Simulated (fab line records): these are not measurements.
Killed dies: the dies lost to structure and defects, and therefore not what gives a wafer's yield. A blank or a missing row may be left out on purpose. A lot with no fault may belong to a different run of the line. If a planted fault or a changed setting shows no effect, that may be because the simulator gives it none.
Chamber matching ; flow nand harc ; pecvd-02 running NHARC_A_STAIRCASE_DEP_301: 3 sister chambers
The step deposits SiON, target thk 30 nm. 3 wafers are shown with their chamber, then 8 later ones without.

WAFERS PAIRED WITH THEIR CHAMBERS
wafer;chamber;heater power w (W)
L081.2;2;753
L082.6;1;814
L091.1;0;561

WAFERS WITH NO CHAMBER GIVEN
wafer;heater power w (W)
L091.3;790
L091.4;799
L090.1;858
L090.5;897
L090.6;570
L095.1;860
L095.2;535
L095.4;540

THE CHAMBER EACH PASSED THROUGH
wafer;from the rows above;in truth
L091.3;can't be placed: 1 or 2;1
L091.4;can't be placed: 1 or 2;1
L090.1;can't be placed: 1 or 2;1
L090.5;can't be placed: 1 or 2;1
L090.6;0;0
L095.1;can't be placed: 1 or 2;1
L095.2;0;0
L095.4;0;0
Placed correctly: 3 of 8. From these rows, 5 cannot be placed; in 5 the true chamber is one of the candidates. 0 placed wrongly.
How it was worked out, from the rows above alone: a wafer's distance from a chamber is the root of the sum, over the readings, of the square of ((its reading less the chamber's mean) divided by the reading's scatter). The wafer belongs to the nearest chamber; if the next one is less than 2 further off, it can't be placed. For every chamber, the mean is computed from those of its wafers that are shown. The scatter: root of mean squared gap, hidden wafer to nearest shown wafer, with one shown wafer a chamber.
